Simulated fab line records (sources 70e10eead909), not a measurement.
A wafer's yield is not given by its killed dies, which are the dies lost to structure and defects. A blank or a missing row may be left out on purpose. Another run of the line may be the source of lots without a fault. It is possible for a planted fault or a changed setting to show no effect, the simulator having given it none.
fab line records	flow nand_harc
record lots=11	wafers=33	last_day=32
route steps=1302 shown A_CHANNEL_HOLE_D1@487 A_CHANNEL_FILL_D1@494 A_DECK1_JOINT@518 END@1302
lots untouched by any fault: they come from a run of this same line in which no faults occurred
start_h: hours from the record's first day to the start of the lot's first wafer shown	wait_h: hours elapsed since this lot's preceding step	" repeats the value in the row above	L1.1+2: several wafers, shown together as one row	- value missing, or start not given	* or withheld: withheld	< > ~ a bound
route shown NAME@n: NAME is a module with steps in the file, n the number in the route of the first one	usual: the fault-free wafers' mean and standard deviation	same: alike in all rows	chamber/n: place in a boat	sites: each site's reading	_std_site: standard deviation of those values	_edge_site: inner sites' mean taken away from outer sites' mean	radius_mm: for every site, how far away it sits from the centre of the wafer	mask NAME#n: copy n	behind: tool/chamber where the wafer was last shaped	hold: reason for holding the lot/hours on hold/outcome of the hold	device: the n, p or np transistor that did not switch	end of line: the same wafers' tests at the end of the route	a step given without rows: its recipe and nothing more	killed: dies lost to structure and defects at the first sort, not the wafer's yield	map: a wafer's dies, marking killed ones x, the rest . and places with no die _
set.NAME: the setting the step ran with; set.NAME@STEP: the setting that earlier step ran with	model.NAME: the simulator's own value behind a step, which no gauge read
the route's steps for a sample of lots (tables are steps, rows are wafers)
services: the hour from which a tool's chamber was out of use, counted from the record's first day as start_h (under 0 if before that day), plus the number of hours and why
## steps
# step NHARC_A_CHANNEL_HOLE_D1_CD_MEAS_30
# usual cd_nm=90.0/0.97
lot.wafer	tool	chamber	start_h	wait_h	cd_nm
L658.3	cd_sem-01	-	195.25	-	90.5
L658.4	"	-	"	"	91.0
L658.5	"	-	"	"	90.6
L659.2	cd_sem-03	-	219.08	0.1	89.7
L659.3	"	-	"	"	89.8
L659.6	"	-	"	"	90.2
L660.2	cd_sem-01	-	219.16	-	88.9
L660.4	"	-	"	"	89.2
L660.5	"	-	"	"	89.3
L661.2	cd_sem-03	-	227.33	-	89.5
L661.4	"	-	"	"	88.9
L661.6	"	-	"	"	88.0
L672.1	cd_sem-03	-	341.94	-	91.2
L672.3	"	-	"	"	91.7
L672.4	"	-	"	"	90.8
L673.3	cd_sem-03	-	346.11	-	91.5
L673.5	"	-	"	"	92.1
L673.6	"	-	"	"	90.6
L676.2	cd_sem-01	-	372.16	-	89.6
L676.5	"	-	"	"	90.2
L676.6	"	-	"	"	89.3
L675.2	cd_sem-03	-	373.41	-	89.2
L675.3	"	-	"	"	89.8
L675.6	"	-	"	"	89.3
L677.3	cd_sem-03	-	390.94	-	91.2
L677.4	"	-	"	"	90.4
L677.6	"	-	"	"	91.4
L678.2	cd_sem-02	-	395.10	-	90.2
L678.4	"	-	"	"	90.0
L678.6	"	-	"	"	90.4
L679.3	cd_sem-03	-	410.85	-	90.2
L679.4	"	-	"	"	90.5
L679.6	"	-	"	"	90.1
# step NHARC_A_CHANNEL_FILL_D1_ALD_14
# recipe target_thk_a=25	pulse_time_s=10	ald_cycles=25	temp_c=300	material=SiO2
# usual heater_power_w=475/48	precursor_pulse_height_rel=1.003/0.018
# same ald_cycles=25
lot.wafer	tool	chamber	start_h	wait_h	heater_power_w	precursor_pulse_height_rel	since_wet_clean_h
L658.4	ald_hk-02	0	202.66	0.0	454	0.997	23
L658.3	"	1	"	"	461	1.018	23
L658.5	"	0	"	"	442	0.999	-
L659.2	ald_hk-02	3	226.49	0.1	500	1.018	47
L659.3	"	0	"	"	441	0.975	47
L659.6	"	3	"	"	494	1.027	-
L660.2	ald_hk-03	0	226.52	0.1	414	1.015	2
L660.4	"	1	"	"	512	1.000	2
L660.5	"	3	"	"	419	0.993	-
L661.2	ald_hk-03	0	234.67	0.0	404	1.021	10
L661.4	"	3	"	"	408	0.996	10
L661.6	"	1	"	"	526	1.008	-
L672.3	ald_hk-01	3	349.35	0.0	516	1.008	34
L672.1	"	0	"	"	479	1.010	34
L672.4	"	2	"	"	440	0.993	34
L673.3	ald_hk-01	0	353.54	0.1	469	1.011	38
L673.6	"	3	"	"	527	0.974	-
L673.5	"	0	"	"	490	1.007	-
L675.2	ald_hk-01	0	379.56	0.0	484	1.038	64
L675.3	"	3	"	"	536	1.011	64
L675.6	"	0	"	"	487	1.004	-
L676.2	ald_hk-02	0	379.63	0.1	450	1.032	22
L676.6	"	2	"	"	583	0.971	-
L676.5	"	3	"	"	489	0.991	-
L677.4	ald_hk-01	2	398.40	0.0	430	0.964	83
L677.3	"	3	"	"	524	1.022	83
L677.6	"	2	"	"	441	1.000	-
L678.4	ald_hk-01	1	402.58	0.1	470	0.999	87
L678.2	"	2	"	"	436	1.021	87
L678.6	"	0	"	"	485	1.002	-
L679.4	ald_hk-03	1	418.23	0.1	512	0.980	16
L679.3	"	3	"	"	438	1.013	16
L679.6	"	0	"	"	373	0.974	-
# step NHARC_A_CHANNEL_FILL_D1_CVD_09
# recipe target_thk_a=1500	temp_c=620	pressure_mtorr=200	time_s=3000	material=poly-Si
# usual spike_tc_bottom_C=638.5/3	spike_tc_centre_C=619.9/1.1	spike_tc_lower_C=620.4/1.2	spike_tc_top_C=642.7/1.7	spike_tc_upper_C=619.6/1.2	tube_center_temp_C=619.99/0.06	zone_power_centre_pct=9.5/0.94
lot.wafer	tool	chamber	start_h	wait_h	spike_tc_bottom_C	spike_tc_centre_C	spike_tc_lower_C	spike_tc_top_C	spike_tc_upper_C	tube_center_temp_C	zone_power_centre_pct
L658.3	lpcvd_poly-03	0	242.09	3.3	635.3	620.3	619.7	643.5	620.6	620	8.9
L658.4	"	0	"	"	636.5	619.6	619.8	643.0	619.2	620	8.9
L658.5	"	0	"	"	635.2	621.6	620.8	642.3	619.0	619.95	8.7
L659.2	lpcvd_poly-03	0	264.70	2.3	635.2	620.0	620.5	642.3	620.3	619.99	8.6
L659.3	"	0	"	"	636.2	620.0	620.7	643.4	619.3	620	9.0
L659.6	"	0	"	"	635.4	619.1	621.4	643.8	618.1	620	8.8
L660.2	lpcvd_poly-03	0	264.70	2.3	634.6	619.3	621.6	644.0	619.1	620	8.8
L660.4	"	0	"	"	635.0	620.6	620.2	642.5	619.4	620.02	8.8
L660.5	"	0	"	"	635.2	620.2	619.8	642.4	618.4	619.96	8.7
L661.2	lpcvd_poly-02	0	273.05	2.4	657.0	633.7	635.9	660.4	636.1	636.31	11.2
L661.4	"	0	"	"	657.6	638.8	636.9	659.2	637.2	636.35	11.4
L661.6	"	0	"	"	658.7	636.5	638.5	659.7	637.0	636.39	11.1
L672.1	lpcvd_poly-03	0	386.94	2.3	635.9	620.9	621.1	641.4	620.6	619.96	8.9
L672.3	"	0	"	"	636.0	618.8	619.3	642.9	617.9	619.85	8.7
L672.4	"	0	"	"	634.2	619.5	619.4	642.7	618.5	620.05	8.9
L673.3	lpcvd_poly-02	0	391.69	3.3	641.8	620.2	621.5	641.3	620.6	619.88	10.7
L673.5	"	0	"	"	640.3	620.6	618.8	644.3	619.8	619.94	10.6
L673.6	"	0	"	"	640.6	622.2	622.7	642.6	621.8	619.92	10.6
L675.2	lpcvd_poly-03	0	419.15	2.9	636.5	619.8	621.8	643.6	618.0	619.95	8.9
L675.3	"	0	"	"	636.7	619.3	620.1	641.9	621.6	619.88	8.9
L675.6	"	0	"	"	635.2	619.3	620.6	642.0	618.7	619.92	8.7
L676.2	lpcvd_poly-03	0	419.15	-	635.0	619.9	619.8	640.6	620.1	619.93	8.7
L676.5	"	0	"	"	633.0	620.5	621.7	642.0	620.0	619.93	8.8
L676.6	"	0	"	"	635.3	619.6	620.8	642.3	618.3	620.01	8.9
L677.3	lpcvd_poly-02	0	435.83	2.4	640.1	621.2	620.7	643.9	621.0	620.03	10.6
L677.4	"	0	"	"	639.6	622.2	619.2	643.1	619.9	619.93	10.6
L677.6	"	0	"	"	640.5	619.2	620.7	645.2	621.7	620	10.8
L678.2	lpcvd_poly-02	0	442.89	2.4	641.6	619.9	619.6	644.0	618.6	620.1	10.8
L678.4	"	0	"	"	640.1	619.8	620.6	644.3	620.0	619.98	10.8
L678.6	"	0	"	"	640.7	619.2	621.2	642.7	619.8	619.92	10.9
L679.3	lpcvd_poly-02	0	456.60	2.4	640.2	618.9	619.4	644.0	621.4	620.01	10.6
L679.4	"	0	"	"	642.0	619.6	620.3	642.2	620.4	620.06	10.8
L679.6	"	0	"	"	641.3	619.2	622.7	642.9	619.9	619.98	10.5
# step NHARC_A_CHANNEL_FILL_D1_CMP_10
# recipe target_thk_nm=150
# usual motor_current_A=12.4/0.84	time_to_endpoint_s=15.0/2.2
lot.wafer	tool	chamber	start_h	wait_h	motor_current_A	time_to_endpoint_s
L658.4	cmp-02	0	245.27	0.4	13.5	13.0
L658.3	"	1	"	"	14.2	15.0
L658.5	"	0	"	"	13.2	13.5
L660.2	cmp-02	2	267.88	0.4	12.3	16.4
L660.4	"	3	"	"	11.1	16.4
L660.5	"	3	"	"	10.8	14.5
L659.3	cmp-03	3	267.91	0.4	11.9	14.0
L659.2	"	1	"	"	13.1	17.3
L659.6	"	3	"	"	12.4	17.7
L661.2	cmp-03	3	276.23	0.4	12.0	24.5
L661.4	"	2	"	"	11.7	24.0
L661.6	"	3	"	"	13.0	23.3
L672.1	cmp-02	1	390.12	0.4	13.3	16.3
L672.3	"	3	"	"	10.8	16.4
L672.4	"	0	"	"	13.5	12.2
L673.3	cmp-02	1	394.89	0.4	13.6	18.5
L673.6	"	1	"	"	13.8	17.9
L673.5	"	2	"	"	12.6	15.5
L676.2	cmp-01	3	422.37	0.4	10.3	12.8
L676.6	"	2	"	"	13.4	15.9
L676.5	"	3	"	"	10.6	12.2
L675.2	cmp-03	1	422.37	0.4	13.3	16.5
L675.3	"	2	"	"	11.9	16.6
L675.6	"	3	"	"	12.1	17.8
L677.3	cmp-02	3	439.04	0.4	11.5	12.1
L677.4	"	0	"	"	12.8	14.6
L677.6	"	0	"	"	13.2	15.5
L678.4	cmp-01	2	446.10	0.4	13.3	10.7
L678.2	"	0	"	"	13.6	13.0
L678.6	"	2	"	"	13.7	12.7
L679.3	cmp-03	0	459.83	0.4	12.4	16.0
L679.4	"	3	"	"	12.6	15.6
L679.6	"	0	"	"	13.0	12.5
# step NHARC_A_DECK1_JOINT_ETCHBACK_07
# recipe target_depth_a=1050	time_s=26.9	hbr_flow_sccm=150	rf_w=350	icp_w=350	bias_w=60	chemistry=HBr
# usual drypump_motor_current_A=6.0/0.44	he_backside_leak_sccm=2.74/0.29	oes_product_au=1.000/0.0066	throttle_valve_pct=23.265/0.0092
lot.wafer	tool	chamber	start_h	wait_h	drypump_motor_current_A	he_backside_leak_sccm	oes_product_au	rf_hours_counter_h	throttle_valve_pct
L658.4	rie_si-02	3	245.72	0.1	5.8	2.70	1.002	0.8	23.254
L658.3	"	1	"	"	5.5	3.24	0.996	0.9	23.256
L658.5	"	0	"	"	5.6	2.47	1.009	-	23.256
L659.2	rie_si-02	3	268.36	0.1	5.8	2.64	1.002	1.0	23.262
L659.3	"	2	"	"	6.2	2.86	1.014	0.8	23.267
L659.6	"	0	"	"	5.6	2.96	1.012	-	23.274
L660.4	rie_si-06	0	268.39	0.1	6.1	2.26	1.005	0.1	23.269
L660.2	"	1	"	"	6.1	2.53	1.001	0.1	23.261
L660.5	"	3	"	"	6.1	2.54	0.997	-	23.260
L661.2	rie_si-02	3	276.71	0.1	5.9	2.73	0.992	1.0	23.278
L661.4	"	0	"	"	5.6	2.80	0.998	1.2	23.263
L661.6	"	3	"	"	5.9	2.71	1.002	-	23.278
L672.1	rie_si-02	3	390.61	0.1	5.9	2.73	0.992	0.7	23.246
L672.3	"	0	"	"	5.6	2.62	1.001	0.6	23.253
L672.4	"	2	"	"	6.1	2.69	1.000	-	23.269
L673.3	rie_si-02	2	395.39	0.1	6.2	2.87	0.999	0.7	23.283
L673.5	"	0	"	"	5.6	2.78	1.012	-	23.262
L673.6	"	3	"	"	5.9	2.64	0.995	-	23.276
L675.3	rie_si-06	1	422.79	0.1	6.1	2.50	1.005	0.9	23.250
L675.2	"	3	"	"	6.2	2.75	0.997	1.0	23.271
L675.6	"	1	"	"	6.1	2.45	1.013	-	23.261
L676.2	rie_si-03	1	422.85	0.1	6.7	2.53	0.997	0.1	23.273
L676.6	"	3	"	"	6.0	2.74	1.007	-	23.251
L676.5	"	0	"	"	6.6	2.64	1.000	-	23.250
L677.4	rie_si-03	3	439.53	0.1	6.0	2.45	1.006	0.2	23.251
L677.3	"	1	"	"	6.7	2.88	0.993	0.3	23.261
L677.6	"	3	"	"	6.0	2.30	0.999	-	23.256
L678.4	rie_si-02	1	446.58	0.1	5.5	2.94	0.995	0.7	23.273
L678.2	"	3	"	"	5.9	2.64	0.993	1.1	23.259
L678.6	"	0	"	"	5.6	2.62	1.003	-	23.267
L679.4	rie_si-06	2	460.30	0.1	5.0	2.75	0.999	0.1	23.266
L679.3	"	1	"	"	6.1	2.58	0.996	0.2	23.255
L679.6	"	2	"	"	5.0	2.80	0.993	-	23.283
# step NHARC_END_SORT_01
# recipe temp_c=25
# usual killed_at_array=57/24	killed_at_other=0.7/0.94	killed_at_periphery=3.8/2.5	killed_dies=62/23	killed_open=3.1/1.8	killed_short=2.5/1.6
# same gross_dies=677
lot.wafer	tool	chamber	start_h	wait_h	killed_at_array	killed_at_other	killed_at_periphery	killed_dies	killed_open	killed_short
L660.2	prober-01	0	588.73	2.8	79	0	7	86	3	1
L660.4	prober-01	0	590.34	3.4	108	1	6	115	3	4
L660.5	prober-01	0	591.14	3.7	108	4	6	118	5	2
L659.2	prober-01	0	596.53	2.8	36	0	10	46	5	4
L659.3	prober-01	0	597.33	3.1	22	0	4	26	3	2
L659.6	prober-01	0	599.74	4.0	18	0	4	22	4	2
L658.3	prober-02	0	597.25	3.1	50	1	5	56	1	3
L658.4	prober-02	0	598.06	3.4	44	2	4	50	3	2
L658.5	prober-02	0	598.87	3.7	44	0	4	48	1	1
L661.2	prober-02	0	604.27	2.8	72	3	2	77	0	1
L661.4	prober-02	0	605.83	3.3	71	3	5	79	2	2
L661.6	prober-02	0	607.38	3.9	77	4	6	87	7	1
L672.1	prober-02	0	712.37	2.5	42	0	5	47	2	4
L672.3	prober-02	0	713.99	3.1	33	1	1	35	2	3
L672.4	prober-02	0	714.80	3.4	32	1	14	47	1	3
L673.3	prober-01	0	713.93	3.1	66	0	1	67	4	3
L673.5	prober-01	0	715.51	3.7	62	0	3	65	5	3
L673.6	prober-01	0	716.31	4.0	54	0	0	54	1	1
L676.2	prober-01	0	734.12	2.8	98	1	4	103	2	7
L676.5	prober-01	0	736.55	3.7	84	3	0	87	2	7
L676.6	prober-01	0	737.36	4.1	90	0	2	92	2	4
L675.2	prober-02	0	742.65	2.8	44	1	2	47	5	1
L675.3	prober-02	0	743.46	3.1	43	1	0	44	3	1
L675.6	prober-02	0	745.87	4.0	42	3	2	47	2	2
L677.3	prober-01	0	766.81	3.1	75	1	0	76	1	1
L677.4	prober-01	0	767.60	3.4	76	0	2	78	5	0
L677.6	prober-01	0	769.19	4.0	83	2	3	88	3	2
L678.2	prober-02	0	776.66	2.8	40	0	8	48	4	2
L678.4	prober-02	0	778.26	3.4	41	0	7	48	1	2
L678.6	prober-02	0	779.85	4.0	35	0	9	44	2	0
L679.3	prober-01	0	777.46	3.1	39	0	3	42	1	2
L679.4	prober-01	0	778.27	3.4	48	0	1	49	4	3
L679.6	prober-01	0	779.89	4.0	49	1	1	51	1	2
# killed by level:class
L660.2 A_CHANNEL_HOLE_D1:chamber_film_flake=24 A_CHANNEL_HOLE_D2:chamber_film_flake=19 A_SLIT:chamber_film_flake=18 P_GATE:chamber_film_flake=7 A_CONTACT:chamber_film_flake=5 A_CONTACT:unspecified=3 A_DECK1_JOINT:chamber_film_flake=3 A_STAIRCASE:chamber_film_flake=2
L660.4 A_CHANNEL_HOLE_D2:chamber_film_flake=33 A_CHANNEL_HOLE_D1:chamber_film_flake=31 A_SLIT:chamber_film_flake=24 A_STAIRCASE:chamber_film_flake=7 P_GATE:chamber_film_flake=4 A_ONON_D1:geometric_particle:open=2 A_CHANNEL_FILL_D2:chamber_film_flake=2 A_CONTACT:chamber_film_flake=2
L660.5 A_CHANNEL_HOLE_D2:chamber_film_flake=30 A_CHANNEL_HOLE_D1:chamber_film_flake=28 A_SLIT:chamber_film_flake=28 A_STAIRCASE:chamber_film_flake=5 A_CHANNEL_FILL_D2:chamber_film_flake=4 A_CONTACT:chamber_film_flake=4 THIN_TSV:chamber_film_flake=4 A_M0:geometric_particle:open=3
L659.2 A_CONTACT:chamber_film_flake=11 A_CHANNEL_HOLE_D2:chamber_film_flake=9 P_M1:chamber_film_flake=4 A_CHANNEL_HOLE_D1:chamber_film_flake=4 A_CHANNEL_FILL_D2:chamber_film_flake=3 P_GATE:chamber_film_flake=2 P_CONTACT:geometric_particle:open=1 P_M0:geometric_particle:short=1
L658.3 A_CHANNEL_HOLE_D1:chamber_film_flake=30 A_CHANNEL_HOLE_D2:chamber_film_flake=9 P_ZERO_WELL:chamber_film_flake=3 A_STAIRCASE:chamber_film_flake=3 A_CONTACT:chamber_film_flake=3 P_STI:chamber_film_flake=2 A_ONON_D2:geometric_particle:short=1 A_CHANNEL_HOLE_D2:geometric_particle:short=1
L659.3 A_CHANNEL_HOLE_D2:chamber_film_flake=9 A_CHANNEL_FILL_D2:chamber_film_flake=3 A_CONTACT:chamber_film_flake=3 P_M1:chamber_film_flake=2 A_CHANNEL_HOLE_D1:chamber_film_flake=2 P_CONTACT:geometric_particle:open=1 A_CHANNEL_FILL_D1:geometric_particle:short=1 A_CHANNEL_FILL_D2:geometric_particle:short=1
L658.4 A_CHANNEL_HOLE_D1:chamber_film_flake=26 A_CHANNEL_HOLE_D2:chamber_film_flake=5 A_CONTACT:chamber_film_flake=4 P_ZERO_WELL:chamber_film_flake=3 A_ONON_D1:geometric_particle:open=2 A_SLIT:chamber_film_flake=2 THIN_TSV:chamber_film_flake=2 A_ONON_D1:geometric_particle:short=1
L658.5 A_CHANNEL_HOLE_D1:chamber_film_flake=25 A_CHANNEL_HOLE_D2:chamber_film_flake=11 P_ZERO_WELL:chamber_film_flake=3 A_STAIRCASE:chamber_film_flake=3 A_CONTACT:chamber_film_flake=2 A_ONON_D1:geometric_particle:short=1 A_M0:geometric_particle:open=1 P_STI:chamber_film_flake=1
L659.6 A_CONTACT:chamber_film_flake=6 A_CHANNEL_HOLE_D2:chamber_film_flake=4 P_M1:chamber_film_flake=3 P_CONTACT:geometric_particle:open=1 A_CHANNEL_FILL_D1:geometric_particle:open=1 A_DECK1_JOINT:geometric_particle:open=1 A_CHANNEL_FILL_D2:geometric_particle:short=1 A_WL_FILL:geometric_particle:open=1
L661.2 A_SLIT:chamber_film_flake=32 A_CHANNEL_HOLE_D2:chamber_film_flake=28 A_CHANNEL_FILL_D1:chamber_film_flake=4 THIN_TSV:chamber_film_flake=3 A_CHANNEL_HOLE_D1:chamber_film_flake=2 A_CONTACT:chamber_film_flake=2 A_WL_FILL:geometric_particle:short=1 P_ZERO_WELL:chamber_film_flake=1
L661.4 A_SLIT:chamber_film_flake=31 A_CHANNEL_HOLE_D2:chamber_film_flake=28 A_CHANNEL_HOLE_D1:chamber_film_flake=4 P_STI:chamber_film_flake=3 THIN_TSV:chamber_film_flake=3 P_GATE:chamber_film_flake=2 A_CHANNEL_HOLE_D2:geometric_particle:short=1 A_CHANNEL_HOLE_D2:geometric_particle:open=1
L661.6 A_CHANNEL_HOLE_D2:chamber_film_flake=32 A_SLIT:chamber_film_flake=27 A_CHANNEL_FILL_D1:chamber_film_flake=5 THIN_TSV:chamber_film_flake=4 A_CHANNEL_HOLE_D1:chamber_film_flake=3 A_CHANNEL_FILL_D2:geometric_particle:open=2 P_GATE:chamber_film_flake=2 A_STAIRCASE:chamber_film_flake=2
L672.1 A_CHANNEL_HOLE_D1:chamber_film_flake=15 A_SLIT:chamber_film_flake=9 A_CONTACT:chamber_film_flake=7 P_GATE:chamber_film_flake=4 A_CHANNEL_FILL_D1:geometric_particle:short=2 A_SGD_CUT:chamber_film_flake=2 A_ONON_D1:geometric_particle:short=1 A_CHANNEL_FILL_D1:geometric_particle:open=1
L673.3 A_SLIT:chamber_film_flake=24 A_CHANNEL_HOLE_D2:chamber_film_flake=17 A_CHANNEL_HOLE_D1:chamber_film_flake=8 A_STAIRCASE:chamber_film_flake=6 A_CONTACT:chamber_film_flake=4 P_M0:geometric_particle:open=1 A_ONON_D1:geometric_particle:short=1 A_ONON_D1:geometric_particle:open=1
L672.3 A_CHANNEL_HOLE_D1:chamber_film_flake=10 A_CONTACT:chamber_film_flake=7 A_SLIT:chamber_film_flake=5 A_WL_FILL:chamber_film_flake=4 A_STAIRCASE:chamber_film_flake=2 A_ONON_D1:geometric_particle:short=1 A_CHANNEL_FILL_D1:geometric_particle:short=1 A_ONON_D2:geometric_particle:short=1
L672.4 A_CHANNEL_HOLE_D1:chamber_film_flake=11 A_CONTACT:chamber_film_flake=8 P_GATE:chamber_film_flake=7 P_ZERO_WELL:chamber_film_flake=5 A_STAIRCASE:chamber_film_flake=5 A_SLIT:chamber_film_flake=4 P_STI:geometric_particle:short=1 P_CONTACT:geometric_particle:open=1
L673.5 A_SLIT:chamber_film_flake=25 A_CHANNEL_HOLE_D2:chamber_film_flake=18 A_CHANNEL_HOLE_D1:chamber_film_flake=7 A_CONTACT:chamber_film_flake=5 P_CONTACT:geometric_particle:open=2 A_STAIRCASE:chamber_film_flake=2 P_M1:geometric_particle:open=1 A_SOURCE_PLATE:geometric_particle:open=1
L673.6 A_SLIT:chamber_film_flake=25 A_CHANNEL_HOLE_D2:chamber_film_flake=13 A_CHANNEL_HOLE_D1:chamber_film_flake=11 A_CHANNEL_FILL_D1:geometric_particle:open=1 A_ONON_D2:geometric_particle:short=1 A_ZERO_WELL:chamber_film_flake=1 A_CONTACT:chamber_film_flake=1 A_BLC:chamber_film_flake=1
L676.2 A_CHANNEL_HOLE_D1:chamber_film_flake=34 A_SLIT:chamber_film_flake=32 A_CHANNEL_HOLE_D2:chamber_film_flake=14 A_CONTACT:chamber_film_flake=5 A_WL_FILL:geometric_particle:short=2 A_CHANNEL_FILL_D2:chamber_film_flake=2 A_WL_FILL:chamber_film_flake=2 P_STI:geometric_particle:open=1
L676.5 A_SLIT:chamber_film_flake=27 A_CHANNEL_HOLE_D1:chamber_film_flake=22 A_CHANNEL_HOLE_D2:chamber_film_flake=13 A_STAIRCASE:chamber_film_flake=4 A_CONTACT:chamber_film_flake=4 A_WL_FILL:geometric_particle:short=3 STARTING-WAFER:geometric_particle:short=2 A_CHANNEL_FILL_D1:chamber_film_flake=2
L676.6 A_CHANNEL_HOLE_D1:chamber_film_flake=33 A_SLIT:chamber_film_flake=23 A_CHANNEL_HOLE_D2:chamber_film_flake=21 A_CONTACT:chamber_film_flake=7 P_M2:geometric_particle:short=1 A_CHANNEL_FILL_D1:geometric_particle:open=1 A_DECK1_JOINT:geometric_particle:short=1 A_ONON_D2:geometric_particle:short=1
L675.2 A_CHANNEL_HOLE_D1:chamber_film_flake=16 A_CONTACT:chamber_film_flake=6 A_SGD_CUT:chamber_film_flake=5 A_STAIRCASE:chamber_film_flake=4 A_SLIT:chamber_film_flake=3 A_CHANNEL_HOLE_D2:chamber_film_flake=2 A_WL_FILL:chamber_film_flake=2 P_M0:geometric_particle:open=1
L675.3 A_CHANNEL_HOLE_D1:chamber_film_flake=15 A_CONTACT:chamber_film_flake=7 A_STAIRCASE:chamber_film_flake=6 A_SLIT:chamber_film_flake=5 A_SGD_CUT:chamber_film_flake=3 A_WL_FILL:chamber_film_flake=2 A_DECK1_JOINT:geometric_particle:open=1 A_WL_FILL:geometric_particle:open=1
L675.6 A_CHANNEL_HOLE_D1:chamber_film_flake=16 A_SGD_CUT:chamber_film_flake=7 A_CONTACT:chamber_film_flake=6 A_SLIT:chamber_film_flake=4 A_WL_FILL:chamber_film_flake=3 THIN_TSV:chamber_film_flake=3 A_STAIRCASE:chamber_film_flake=2 P_M0:geometric_particle:open=1
L677.3 A_SLIT:chamber_film_flake=29 A_CHANNEL_HOLE_D1:chamber_film_flake=19 A_CHANNEL_HOLE_D2:chamber_film_flake=16 A_DECK1_JOINT:chamber_film_flake=3 A_CONTACT:chamber_film_flake=2 A_BONDPAD:chamber_film_flake=2 A_CHANNEL_HOLE_D1:geometric_particle:open=1 A_WL_FILL:geometric_particle:short=1
L677.4 A_SLIT:chamber_film_flake=26 A_CHANNEL_HOLE_D2:chamber_film_flake=26 A_CHANNEL_HOLE_D1:chamber_film_flake=14 A_STAIRCASE:chamber_film_flake=3 P_M0:geometric_particle:open=1 A_CHANNEL_HOLE_D1:geometric_particle:open=1 A_WL_FILL:geometric_particle:open=1 A_CONTACT:geometric_particle:open=1
L677.6 A_SLIT:chamber_film_flake=30 A_CHANNEL_HOLE_D2:chamber_film_flake=25 A_CHANNEL_HOLE_D1:chamber_film_flake=13 A_CHANNEL_FILL_D2:chamber_film_flake=4 A_BONDPAD:chamber_film_flake=3 A_STAIRCASE:chamber_film_flake=2 THIN_TSV:chamber_film_flake=2 P_CONTACT:geometric_particle:open=1
L678.2 A_CHANNEL_HOLE_D1:chamber_film_flake=17 A_CONTACT:chamber_film_flake=7 A_SLIT:chamber_film_flake=6 A_CHANNEL_FILL_D2:chamber_film_flake=3 P_CONTACT:geometric_particle:open=2 P_M0:chamber_film_flake=2 P_M1:chamber_film_flake=2 A_STAIRCASE:chamber_film_flake=2
L679.3 A_SLIT:chamber_film_flake=30 P_STI:chamber_film_flake=3 A_CHANNEL_FILL_D2:chamber_film_flake=3 A_WL_FILL:geometric_particle:short=2 A_CONTACT:chamber_film_flake=2 A_CHANNEL_FILL_D1:geometric_particle:open=1 A_DECK1_JOINT:chamber_film_flake=1
L678.4 A_CHANNEL_HOLE_D1:chamber_film_flake=21 A_CONTACT:chamber_film_flake=7 A_SLIT:chamber_film_flake=5 P_M1:chamber_film_flake=4 A_CHANNEL_FILL_D2:chamber_film_flake=3 P_M1:geometric_particle:short=1 A_ONON_D1:geometric_particle:short=1 A_CHANNEL_HOLE_D1:geometric_particle:open=1
L679.4 A_SLIT:chamber_film_flake=30 A_CHANNEL_FILL_D2:chamber_film_flake=3 A_DECK1_JOINT:chamber_film_flake=2 A_CHANNEL_HOLE_D2:chamber_film_flake=2 A_CONTACT:chamber_film_flake=2 P_M0:geometric_particle:open=1 A_SOURCE_PLATE:geometric_particle:open=1 A_CHANNEL_HOLE_D1:geometric_particle:short=1
L678.6 A_CHANNEL_HOLE_D1:chamber_film_flake=21 A_SLIT:chamber_film_flake=8 P_M1:chamber_film_flake=6 A_CONTACT:chamber_film_flake=3 P_M0:chamber_film_flake=2 A_DECK1_JOINT:geometric_particle:open=1 A_WL_FILL:geometric_particle:open=1 P_GATE:chamber_film_flake=1
L679.6 A_SLIT:chamber_film_flake=40 A_DECK1_JOINT:chamber_film_flake=2 A_CHANNEL_FILL_D2:chamber_film_flake=2 P_CONTACT:geometric_particle:open=1 A_CHANNEL_HOLE_D1:geometric_particle:short=1 A_WL_FILL:geometric_particle:short=1 A_CHANNEL_FILL_D1:chamber_film_flake=1 A_STAIRCASE:chamber_film_flake=1
## services
tool	chamber	start_h	hours	kind
ald_hk-03	-	181.89	1.0	repair
lpcvd_poly-03	-	200.07	5.3	repair
lpcvd_poly-02	-	203.38	2.5	repair
lpcvd_poly-02	-	207.32	26.0	pm
ald_hk-03	-	214.54	10.0	pm
cmp-02	-	232.59	4.0	pm
lpcvd_poly-02	-	240.78	6.9	repair
cmp-03	-	249.12	6.3	repair
rie_si-02	1	260.14	2.7	repair
cmp-03	-	270.45	4.0	pm
rie_si-02	-	277.00	9.0	pm
cmp-02	-	285.74	1.3	repair
ald_hk-01	-	305.57	10.0	pm
cmp-03	-	309.67	2.8	repair
rie_si-02	1	313.89	5.8	repair
cmp-02	-	326.53	19.9	repair
rie_si-02	1	340.75	3.9	repair
cmp-03	-	368.45	4.0	pm
cmp-02	-	372.75	2.1	repair
rie_si-02	1	385.19	11.0	repair
lpcvd_poly-03	-	389.75	26.0	pm
cmp-03	-	438.54	4.1	repair
cmp-02	-	444.38	4.0	pm
rie_si-02	-	454.00	9.0	pm
## key
first_sign step=NHARC_A_CHANNEL_FILL_D1_CVD_09	reading=tube_center_temp_C	direction=up	sigmas=99+	usual=*	struck=*
effect step=NHARC_A_CHANNEL_FILL_D1_CVD_09	reading=spike_tc_centre_C	direction=up	sigmas=15	usual=619.9	struck=636.3
effect step=NHARC_A_CHANNEL_FILL_D1_CMP_10	reading=time_to_endpoint_s	direction=up	sigmas=4	usual=*	struck=*
met_at NHARC_A_CHANNEL_FILL_D1_CVD_09
struck_lots L661
tester_left_out L661
not_acting_at NHARC_A_CHANNEL_HOLE_D1_CD_MEAS_30,NHARC_A_CHANNEL_FILL_D1_ALD_14,NHARC_A_DECK1_JOINT_ETCHBACK_07
fault kind=process_parameter_drift	tool=lpcvd_poly-02	chamber=-	onset_h=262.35	steps=NHARC_P_GATE_CVD_17,NHARC_A_SOURCE_PLATE_CVD_03,NHARC_A_CHANNEL_FILL_D1_CVD_18,NHARC_A_CHANNEL_FILL_D1_CVD_05,NHARC_A_CHANNEL_FILL_D1_CVD_09,NHARC_A_DECK1_JOINT_CVD_12,NHARC_A_CHANNEL_FILL_D2_CVD_18,NHARC_A_CHANNEL_FILL_D2_CVD_05,+2	channel=temp_c	offset=*	shape=step	end_h=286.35
# tester_left_out: of these lots the tester's yield and bins aren't shown, on N5 and GAA mostly nor the transistor test; their killed dies are dies lost to structure and defects alone, not to doping, threshold or leakage, so they don't give the yield
